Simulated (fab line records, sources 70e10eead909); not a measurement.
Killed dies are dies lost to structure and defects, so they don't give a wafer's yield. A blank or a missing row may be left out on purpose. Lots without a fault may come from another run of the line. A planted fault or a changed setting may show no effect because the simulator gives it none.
Chamber matching | flow nand_harc | NHARC_A_SLIT_ETCH_24 on rie_diel-09: 4 sister chambers
The step etches the open film in CF4/CHF3, target depth 121 nm, time 60.5 s. 8 wafers are shown with their chamber, then 8 later ones without.

WAFERS WITH THEIR CHAMBER
wafer  | chamber | rf_vpp_V (V) | throttle_valve_pct (%)
L080.5 | 3       | 369.2        | 16.808
L081.2 | 2       | 369.4        | 16.827
L081.5 | 2       | 369.6        | 16.824
L081.6 | 0       | 372.3        | 16.780
L083.1 | 0       | 370.3        | 16.810
L083.2 | 3       | 371.8        | 16.804
L083.3 | 1       | 374.8        | 16.802
L088.3 | 1       | 376.3        | 16.807

WAFERS WITHOUT THEIR CHAMBER
wafer  | rf_vpp_V (V) | throttle_valve_pct (%)
L088.5 | 370.3        | 16.801
L088.6 | 371.5        | 16.813
L093.1 | 370.8        | 16.795
L093.2 | 372.6        | 16.805
L093.6 | 373.6        | 16.806
L095.1 | 368.7        | 16.817
L095.2 | 371.8        | 16.804
L095.4 | 372.2        | 16.813

WHICH CHAMBER EACH WENT THROUGH
wafer  | from the rows above               | in truth
L088.5 | can't be placed: 3 or 0 or 2      | 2
L088.6 | can't be placed: 3 or 0 or 2      | 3
L093.1 | can't be placed: 0 or 3           | 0
L093.2 | can't be placed: 0 or 3 or 1 or 2 | 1
L093.6 | can't be placed: 1 or 0 or 3      | 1
L095.1 | can't be placed: 2 or 3 or 0      | 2
L095.2 | can't be placed: 0 or 3 or 2      | 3
L095.4 | can't be placed: 3 or 0 or 2 or 1 | 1
Placed correctly: 0 of 8. Can't be placed from these rows: 8 (the true chamber is among the candidates in 8). Placed wrongly: 0.
How it was worked out, from the rows above alone: a wafer's distance from a chamber is the root of the sum, over the readings, of the square of ((its reading less the chamber's mean) divided by the reading's scatter). The wafer belongs to the nearest chamber; if the next one is less than 2 further off, it can't be placed. A chamber's mean is the mean of its shown wafers. The scatter: the root of (the sum of the squares of (reading less its chamber's mean) over the shown wafers, divided by (wafers less chambers)).
